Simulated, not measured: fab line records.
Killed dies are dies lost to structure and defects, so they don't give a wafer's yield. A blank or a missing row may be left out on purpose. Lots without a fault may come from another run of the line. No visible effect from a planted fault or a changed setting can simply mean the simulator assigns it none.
A lot that was struck, set against a sound lot	flow nandHarc	39 out of 1159 route steps
Sound: the wafers L460.1, L460.2, L460.6. Wafers struck: L471.1, L471.2, L471.6. The cause comes at the end.
At each step with rows: each side's tool, then ch and its chambers, then its first start. Under that, the readings that differ: sound wafers	struck wafers	difference of the means	sigmas: that difference in standard deviations of wafers without a fault.
alike: same words and numbers on both sides, and readings whose means sit less than 2 such deviations apart. not compared: any withheld reading, any reading some wafer has no value for, any bound like >300 that may hide the same value, and any number with overlapping values for which the record gives no deviation.
Wherever a step has rows on one side only, a row that says differs or no value, or a row with sigmas, the two part there. When numbers do not overlap yet have no deviation, they are printed without sigmas and do not part them. A reading that every wafer of one side lacks parts them only if that side has two wafers or more.

first, 6 steps without rows for these wafers: NHARC_A_CHANNEL_HOLE_D1_STRIP_42 (strips in CF4/CHF3); NHARC_A_CHANNEL_HOLE_D1_STRIP_43 (strips in O2/COS); NHARC_A_CHANNEL_HOLE_D1_ETCH_44 (etches the open film in CF4/O2, target depth 140 nm, overetch 14 nm, time 77 s); NHARC_A_CHANNEL_HOLE_D1_STRIP_27 (strips in O2); NHARC_A_CHANNEL_HOLE_D1_PRECLEAN_28 (cleans in SC1); NHARC_A_CHANNEL_HOLE_D1_SRD_29.
NHARC_A_CHANNEL_HOLE_D1_CD_MEAS_30:
  sound on cdSem-02 at day 8 17:09; struck on cdSem-03 at day 12 23:22
  alike: cdNm
next, for these wafers, 1 step has no rows: NHARC_A_CHANNEL_HOLE_D1_XSEM_31.
NHARC_A_CHANNEL_HOLE_D1_INSPECT_40:
  sound on defectInspect-02 at day 8 17:20; struck on defectInspect-01 at day 12 23:33
  alike: rawDefectCount
then, 2 steps without rows for these wafers: NHARC_A_CHANNEL_FILL_D1_PRECLEAN_00 (cleans in SC1); NHARC_A_CHANNEL_FILL_D1_SRD_01.
NHARC_A_CHANNEL_FILL_D1_ALD_02: deposits SiO2, target thk 6 nm, pulse time 10 s, ald cycles 60.
  sound on aldHk-04 ch 0,1,3, day 8 17:37; struck on aldHk-04 ch 0,1,3, day 12 23:45
  alike: heaterPowerW, precursorPulseHeightRel
NHARC_A_CHANNEL_FILL_D1_ALD_03: deposits SiNx, target thk 6 nm, pulse time 60 s, ald cycles 58.
  sound on aldSinBatch-03 ch 0, day 8 20:59; struck on aldSinBatch-01 ch 0, day 13 03:11
  alike: chamberPressureTorr, precursorPulseHeightRel
then, 1 step without rows for these wafers: NHARC_A_CHANNEL_FILL_D1_ALD_14 (deposits SiO2, target thk 2.5 nm, pulse time 10 s, ald cycles 25).
NHARC_A_CHANNEL_FILL_D1_ALD_15: deposits SiNx, target thk 2 nm, pulse time 60 s, ald cycles 19.
  sound on aldSinBatch-02 ch 0; struck on aldSinBatch-02 ch 0
  alike: chamberPressureTorr, precursorPulseHeightRel
then, 3 steps without rows for these wafers: NHARC_A_CHANNEL_FILL_D1_ALD_16 (deposits SiO2, target thk 1.5 nm, pulse time 10 s, ald cycles 15); NHARC_A_CHANNEL_FILL_D1_ANNEAL_17 (time 1800 s); NHARC_A_CHANNEL_FILL_D1_CVD_18 (deposits poly-Si, target thk 3 nm).
NHARC_A_CHANNEL_FILL_D1_ETCHBACK_19: etches the open film in HBr/Cl2, target depth 5 nm, time 1.7 s.
  sound on rieSi-04 ch 0,1,3, day 9 22:39; struck on rieSi-02 ch 1,2,3, day 14 00:10
  alike: drypumpMotorCurrentA, oesProductAu, rfFwdPowerW, throttleValvePct
  not compared: rfHoursCounterH
then, 6 steps without rows for these wafers: NHARC_A_CHANNEL_FILL_D1_ETCHBACK_20 (etches the open film in C4F8/O2/Ar, target depth 27 nm, time 13.5 s); NHARC_A_CHANNEL_FILL_D1_STRIP_28 (strips in O2, time 20 s); NHARC_A_CHANNEL_FILL_D1_PRECLEAN_21 (cleans in dHF, time 30 s); NHARC_A_CHANNEL_FILL_D1_SRD_23; NHARC_A_CHANNEL_FILL_D1_CVD_05 (deposits poly-Si, target thk 5 nm); NHARC_A_CHANNEL_FILL_D1_ANNEAL_22 (time 7200 s).
NHARC_A_CHANNEL_FILL_D1_ALD_25: deposits SiOx, target thk 60 nm, pulse time 10 s, ald cycles 600.
  sound on aldHk-01 ch 0,1,3, day 10 11:33; struck on aldHk-01 ch 0,1,2, day 14 10:14
  alike: heaterPowerW, precursorPulseHeightRel
then, 1 step without rows for these wafers: NHARC_A_CHANNEL_FILL_D1_ETCHBACK_08 (etches the open film in C4F8, target depth 220 nm, time 110 s).
NHARC_A_CHANNEL_FILL_D1_STRIP_29: strips in O2, time 20 s.
  sound on rieDiel-13 ch 0,2,3; struck on rieDiel-09 ch 0,1,2
  alike: drypumpMotorCurrentA, oesProductAu, rfVppV, showerheadPlenumPTorr, throttleValvePct
  not compared: rfHoursCounterH
then, 10 steps without rows for these wafers: NHARC_A_CHANNEL_FILL_D1_PRECLEAN_30 (cleans in dHF, time 30 s); NHARC_A_CHANNEL_FILL_D1_SRD_31; NHARC_A_CHANNEL_FILL_D1_CVD_09 (deposits poly-Si, target thk 150 nm, time 3000 s); NHARC_A_CHANNEL_FILL_D1_CMP_10 (polishes, target thk 150 nm); NHARC_A_CHANNEL_FILL_D1_SRD_12; NHARC_A_CHANNEL_FILL_D1_RTA_24 (time 5 s); NHARC_A_STAIRCASE_DEP_156 (deposits SiNx, target thk 50 nm); NHARC_A_STAIRCASE_DEHYDRATE_158 (time 120 s); NHARC_A_STAIRCASE_HMDS_159 (time 30 s); NHARC_A_STAIRCASE_COAT_160.
-- break in the record here, with 10 days between the starts of the struck wafers on either side (left off in module A_STAIRCASE, picked up again in module END, where the first step shown is number 1159 on the route) --
NHARC_END_SORT_01:
  the record has rows for the struck wafers here (prober-02 ch 0, day 24 10:58) and none for the sound ones

WHERE THEY PART
Within this record, at NHARC_END_SORT_01 only.

WHY: whatever the simulator had introduced
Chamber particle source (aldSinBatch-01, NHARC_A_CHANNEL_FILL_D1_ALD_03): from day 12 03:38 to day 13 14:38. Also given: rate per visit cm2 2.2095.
